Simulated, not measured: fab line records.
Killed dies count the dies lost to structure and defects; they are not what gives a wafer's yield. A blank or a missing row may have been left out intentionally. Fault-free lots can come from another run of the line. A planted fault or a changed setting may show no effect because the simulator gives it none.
Matching of chambers ; flow nand harc ; NHARC_P_CONTACT_ALD_22 on ald metal-04 has 4 sister chambers
The step deposits TiN, target thk 3 nm, pulse time 1 s, ald cycles 150. 16 wafers are shown with their chamber, then 8 later ones without.

## WAFERS PAIRED WITH THEIR CHAMBERS
wafer;chamber;heater power w (W);precursor pulse height rel
L074.4;3;1086;0.992
L074.5;3;1106;0.988
L074.6;2;1006;1.017
L078.2;2;1025;0.980
L078.5;2;1007;1.003
L078.6;1;1041;0.997
L081.3;1;1040;0.989
L081.4;2;1042;1.004
L081.6;1;1023;0.990
L084.1;3;1109;1.003
L084.4;0;1174;1.008
L084.5;2;1050;0.979
L088.1;3;1094;0.989
L088.2;1;1030;0.971
L088.3;0;1165;0.985
L088.4;2;1045;1.009

SIGNATURES (means of the wafers above)
reading;chamber 0;chamber 1;chamber 2;chamber 3;scatter within a chamber
heater power w;1169.50;1033.50;1029.17;1098.75;14.4
precursor pulse height rel;0.99650;0.98675;0.99867;0.99300;0.0129
Rule: a wafer's distance from a chamber is the root of the sum, over the readings, of the square of ((its reading less the chamber's mean) divided by the reading's scatter). The wafer belongs to the nearest chamber; if the next one is less than 2 further off, it can't be placed. The scatter: take each reading less its chamber's mean, square it, sum over the shown wafers, divide by the number of wafers less the number of chambers, and take the root.

## WAFERS WITH NO CHAMBER GIVEN
wafer;heater power w (W);precursor pulse height rel
L088.5;1071;0.995
L088.6;1200;1.007
L085.4;1025;1.018
L085.5;1129;1.015
L085.6;1029;0.983
L089.1;1051;0.980
L089.3;1102;1.019
L089.6;1043;1.030

## WHICH CHAMBER EACH WENT THROUGH
wafer;from the rows above;in truth
L088.5;can't be placed: 3 or 1 or 2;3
L088.6;0;0
L085.4;can't be placed: 2 or 1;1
L085.5;can't be placed: 3 or 0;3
L085.6;can't be placed: 1 or 2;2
L089.1;can't be placed: 1 or 2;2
L089.3;3;3
L089.6;can't be placed: 2 or 1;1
Correctly placed: 2 of 8. Not placeable from these rows: 6 (in 6, the candidates include the true chamber). Number placed wrongly: 0.
